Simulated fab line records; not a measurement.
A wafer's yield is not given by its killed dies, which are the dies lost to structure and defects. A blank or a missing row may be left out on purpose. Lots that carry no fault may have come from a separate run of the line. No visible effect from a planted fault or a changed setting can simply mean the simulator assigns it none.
Which tool is to blame? + flow nandHarc + Sampling: 24 lots, 72 wafers, 3 of 1302 route steps

== WHAT EACH GAUGE READ, for each wafer ==
NHARC_P_M2_CD_MEAS_16.
| lot  | measured     | on       | cdNm (nm)         |
|------|--------------|----------|-------------------|
| L074 | day 6 08:40  | cdSem-01 | 169.8 169.8 169.4 |
| L075 | day 6 22:05  | cdSem-02 | 170.4 170.6 171.3 |
| L076 | day 7 00:59  | cdSem-01 | 169.6 171.8 169.1 |
| L077 | day 7 19:42  | cdSem-03 | 170.0 170.5 170.1 |
| L078 | day 7 23:19  | cdSem-03 | 171.1 171.3 170.6 |
| L079 | day 8 10:13  | cdSem-01 | 171.8 170.2 168.9 |
| L080 | day 8 22:14  | cdSem-01 | 171.3 169.8 168.9 |
| L081 | day 9 04:42  | cdSem-03 | 169.5 171.2 169.5 |
| L082 | day 9 22:49  | cdSem-01 | 170.4 170.1 170.3 |
| L083 | day 10 04:14 | cdSem-03 | 170.3 171.4 170.6 |
| L084 | day 10 12:21 | cdSem-03 | 170.8 171.1 171.3 |
| L085 | day 11 00:55 | cdSem-02 | 170.5 171.6 170.7 |
| L086 | day 11 11:36 | cdSem-03 | 170.8 171.8 172.2 |
| L087 | day 11 20:52 | cdSem-03 | 171.4 171.1 171.3 |
| L088 | day 12 17:38 | cdSem-03 | 171.3 171.4 171.5 |
| L089 | day 12 20:30 | cdSem-01 | 169.7 169.3 169.2 |
| L090 | day 13 03:22 | cdSem-02 | 169.6 169.1 170.0 |
| L091 | day 13 12:01 | cdSem-01 | 169.8 169.7 171.2 |
| L092 | day 14 00:24 | cdSem-02 | 171.3 170.0 171.8 |
| L093 | day 14 14:05 | cdSem-01 | 170.4 169.9 171.2 |
| L094 | day 15 00:46 | cdSem-01 | 169.6 169.5 169.8 |
| L095 | day 15 23:59 | cdSem-02 | 169.8 169.1 169.9 |
| L096 | day 16 08:32 | cdSem-03 | 171.3 171.5 170.6 |
| L097 | day 16 09:48 | cdSem-03 | 169.3 170.4 169.9 |

== WHAT TOOL EACH LOT RAN ON (gives the tool, then ch and the chambers of the sampled wafers, and finally the start) ==
| lot  | NHARC_P_M1_DEGAS_29         | NHARC_P_M1_CMP_23             |
|------|-----------------------------|-------------------------------|
| L074 | pvdSputter-01, day 6 05:14  | cmp-01 ch 0,1, day 6 06:21    |
| L075 | pvdSputter-02, day 6 18:43  | cmp-02 ch 1,2,3, day 6 19:50  |
| L076 | pvdSputter-01, day 6 21:36  | cmp-02 ch 1,2,3, day 6 22:44  |
| L077 | pvdSputter-01, day 7 16:05  | cmp-02 ch 0,1,3, day 7 17:23  |
| L078 | pvdSputter-01, day 7 19:53  | cmp-02 ch 0,1,3, day 7 21:01  |
| L079 | pvdSputter-02, day 8 06:45  | cmp-01 ch 0,1, day 8 07:52    |
| L080 | pvdSputter-03, day 8 18:52  | cmp-03 ch 0,1,2, day 8 19:57  |
| L081 | pvdSputter-03, day 9 01:17  | cmp-03 ch 0,1,3, day 9 02:28  |
| L082 | pvdSputter-02, day 9 19:19  | cmp-03 ch 0,2,3, day 9 20:27  |
| L083 | pvdSputter-02, day 10 00:47 | cmp-03 ch 0,1,2, day 10 01:52 |
| L084 | pvdSputter-01, day 10 08:43 | cmp-03 ch 0,1,2, day 10 09:52 |
| L085 | pvdSputter-03, day 10 21:28 | cmp-03 ch 0,1,2, day 10 22:36 |
| L086 | pvdSputter-03, day 11 08:19 | cmp-02 ch 1,2,3, day 11 09:26 |
| L087 | pvdSputter-03, day 11 17:23 | cmp-02 ch 0,1, day 11 18:28   |
| L088 | pvdSputter-02, day 12 14:08 | cmp-03 ch 0,1,3, day 12 15:15 |
| L089 | pvdSputter-03, day 12 17:01 | cmp-03 ch 0,1,2, day 12 18:11 |
| L090 | pvdSputter-01, day 12 23:53 | cmp-03 ch 1,2,3, day 13 01:01 |
| L091 | pvdSputter-02, day 13 08:20 | cmp-02 ch 1,2, day 13 09:28   |
| L092 | pvdSputter-02, day 13 20:53 | cmp-01 ch 0,1,3, day 13 22:02 |
| L093 | pvdSputter-02, day 14 10:29 | cmp-02 ch 0,3, day 14 11:35   |
| L094 | pvdSputter-02, day 14 21:10 | cmp-03 ch 1,2, day 14 22:16   |
| L095 | pvdSputter-01, day 15 20:16 | cmp-02 ch 0,1,2, day 15 21:48 |
| L096 | pvdSputter-01, day 16 05:12 | cmp-02 ch 0,1, day 16 06:17   |
| L097 | pvdSputter-01, day 16 06:29 | cmp-02 ch 2,3, day 16 07:34   |
- NHARC_P_M1_DEGAS_29: time 60 s.
- NHARC_P_M1_CMP_23: polishes, t overpolish 20 s, target thk 157.82 nm.

== AS READ BY THE TOOLS THEMSELVES (means over the sampled wafers that have a number; for cases with no such wafer, the mark the record gives instead) ==
NHARC_P_M1_DEGAS_29.
| lot  | tool          | heaterPowerW (W) |
|------|---------------|------------------|
| L074 | pvdSputter-01 | 340              |
| L075 | pvdSputter-02 | 303              |
| L076 | pvdSputter-01 | 360              |
| L077 | pvdSputter-01 | 349              |
| L078 | pvdSputter-01 | 395              |
| L079 | pvdSputter-02 | 290              |
| L080 | pvdSputter-03 | 301              |
| L081 | pvdSputter-03 | 328              |
| L082 | pvdSputter-02 | 315              |
| L083 | pvdSputter-02 | 303              |
| L084 | pvdSputter-01 | 348              |
| L085 | pvdSputter-03 | 328              |
| L086 | pvdSputter-03 | 313              |
| L087 | pvdSputter-03 | 338              |
| L088 | pvdSputter-02 | 300              |
| L089 | pvdSputter-03 | 318              |
| L090 | pvdSputter-01 | 357              |
| L091 | pvdSputter-02 | 312              |
| L092 | pvdSputter-02 | 294              |
| L093 | pvdSputter-02 | 363              |
| L094 | pvdSputter-02 | 313              |
| L095 | pvdSputter-01 | 356              |
| L096 | pvdSputter-01 | 346              |
| L097 | pvdSputter-01 | 352              |

NHARC_P_M1_CMP_23.
| lot  | tool   | edgeZonePressureFrac | motorCurrentA (A) | timeToEndpointS (s) |
|------|--------|----------------------|-------------------|---------------------|
| L074 | cmp-01 | 0.999                | 11.0              | 30.2                |
| L075 | cmp-02 | 1.000                | 11.6              | 28.9                |
| L076 | cmp-02 | 0.999                | 11.5              | 29.1                |
| L077 | cmp-02 | 0.999                | 11.5              | 28.3                |
| L078 | cmp-02 | 1.001                | 11.3              | 25.3                |
| L079 | cmp-01 | 1.000                | 11.2              | 32.2                |
| L080 | cmp-03 | 1.000                | 12.2              | 28.4                |
| L081 | cmp-03 | 1.002                | 11.9              | 26.3                |
| L082 | cmp-03 | 0.997                | 11.6              | 29.9                |
| L083 | cmp-03 | 1.001                | 12.1              | 27.3                |
| L084 | cmp-03 | 0.997                | 11.7              | 26.0                |
| L085 | cmp-03 | 1.001                | 12.0              | 25.0                |
| L086 | cmp-02 | 1.005                | 11.3              | 27.7                |
| L087 | cmp-02 | 1.000                | 10.8              | 27.5                |
| L088 | cmp-03 | 1.000                | 11.9              | 26.6                |
| L089 | cmp-03 | 1.001                | 12.3              | 29.8                |
| L090 | cmp-03 | 0.999                | 12.6              | 26.6                |
| L091 | cmp-02 | 1.004                | 11.6              | 30.8                |
| L092 | cmp-01 | 1.001                | 11.8              | 30.3                |
| L093 | cmp-02 | 1.004                | 12.3              | 31.2                |
| L094 | cmp-03 | 0.999                | 12.3              | 30.8                |
| L095 | cmp-02 | 0.997                | 11.6              | 30.7                |
| L096 | cmp-02 | 1.001                | 10.7              | 27.2                |
| L097 | cmp-02 | 1.000                | 11.7              | 27.8                |

== THE ANSWER, worked out from the rows above alone ==
Rule: usual is defined by the lots themselves. Put in order of their means at a reading, lots are off if they are a third of the lots or fewer, leave a main group of 4 or more, and stand apart from it by a gap of 3 or more times the standard deviation of the main group's means; of several such gaps the widest counts. A main group whose means are all the same, to the digits that the tables above print for the reading, isn't used. A lot without any number at a reading at which 4 lots or more have one is off too. Any other lot the step has rows for is counted as sound. First the gauges in route order, then the tools' own readings, where a lot's mean is used as printed above. The first step at which some lot is off is used, and at that step the reading that is off furthest; a lot without a number counts as furthest.
Nothing can be told from this: no lot is off at any reading shown.

== WHAT HAD BEEN PUT IN BY THE SIMULATOR ==
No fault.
